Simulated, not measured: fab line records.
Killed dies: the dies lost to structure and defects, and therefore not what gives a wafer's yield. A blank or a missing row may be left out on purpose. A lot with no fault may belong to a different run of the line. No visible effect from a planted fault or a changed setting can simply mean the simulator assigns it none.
Code-filled problem report in 8D (eight disciplines) form + flow nand_harc + the parts of the form that need people (team, actions taken, sign-off) are left out

## 1. WHAT IS WRONG
At NHARC_A_CHANNEL_FILL_D2_ALD_15, susceptor_temp_C averages 607.41 C over 6 wafers from 2 lots, while fault-free wafers read 630.08 C, standard deviation 0.28. Measured from the usual mean, that is -81 standard deviations.
The step: deposits SiNx, target thk 2 nm, pulse time 60 s, ald cycles 19.
First observed at day 18 05:56: wafer L729.2, on ald_sin_batch-01. The record holds 12 wafers of 4 lots with a number at this step. Rule for "out" (also "out of limits"): further than 4 standard deviations from the usual mean. Any other wafer with a number is counted as sound.

## 2. WHAT IT IS; WHAT IT IS NOT
| question                    | is                     | is not                                                             |
|-----------------------------|------------------------|--------------------------------------------------------------------|
| which readings at this step | susceptor_temp_C       | precursor_pulse_height_rel                                         |
| which lots                  | L729, L730             | L720, L732                                                         |
| which wafers of those lots  | all that have a number | -                                                                  |
| read on which tools         | ald_sin_batch-01       | ald_sin_batch-02                                                   |
| when                        | from day 18 05:56      | up to then (3 sound wafers); but 3 sound wafers of L732 came after |

## 3. SUSPECTS, AND WHAT RULES EACH OUT
Counting: a tool at a process step up to the reading stays a suspect if it ran every lot that is out and no sound lot after the first of them.
- ald_sin_batch-01 at NHARC_A_CHANNEL_FILL_D2_ALD_15 (deposits SiNx, target thk 2 nm, pulse time 60 s, ald cycles 19): kept. It ran every lot that is out, first L729 (day 18 05:56), and no sound lot after that; its last sound lot up to then is L720 (day 14 06:20). On those wafers its own readings are out: susceptor_temp_C.
After counting, what remains is ald_sin_batch-01 at NHARC_A_CHANNEL_FILL_D2_ALD_15.

## 4. THE CAUSE (what the simulator had put in)
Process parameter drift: ald_sin_batch-01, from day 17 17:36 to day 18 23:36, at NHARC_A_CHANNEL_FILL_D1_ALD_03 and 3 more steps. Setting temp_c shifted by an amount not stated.
Counting left only this tool.

## 5. THE EFFECT CHAIN, in route order
Rows list readings where the struck wafers' mean (over those with a number) sits beyond 3 standard deviations from the usual. Only readings for which the record gives a usual standard deviation are gone through. hours: the time from each lot's start at the first step in this table that gives one to its start at this step, as a median over the lots. sigmas: the change in usual standard deviations.
| hours | step                           | reading          | usual    | on struck wafers | change | sigmas |
|-------|--------------------------------|------------------|----------|------------------|--------|--------|
| 0     | NHARC_A_CHANNEL_FILL_D2_ALD_15 | susceptor_temp_C | 630.08 C | 607.41           | -22.67 | -81    |
Process steps it contains:
- NHARC_A_CHANNEL_FILL_D2_ALD_15: deposits SiNx, target thk 2 nm, pulse time 60 s, ald cycles 19.

## 6. WHAT WOULD HAVE CAUGHT IT SOONER
In this record the first reading out of limits was taken at day 18 05:56, 12 hours after the fault began at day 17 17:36.
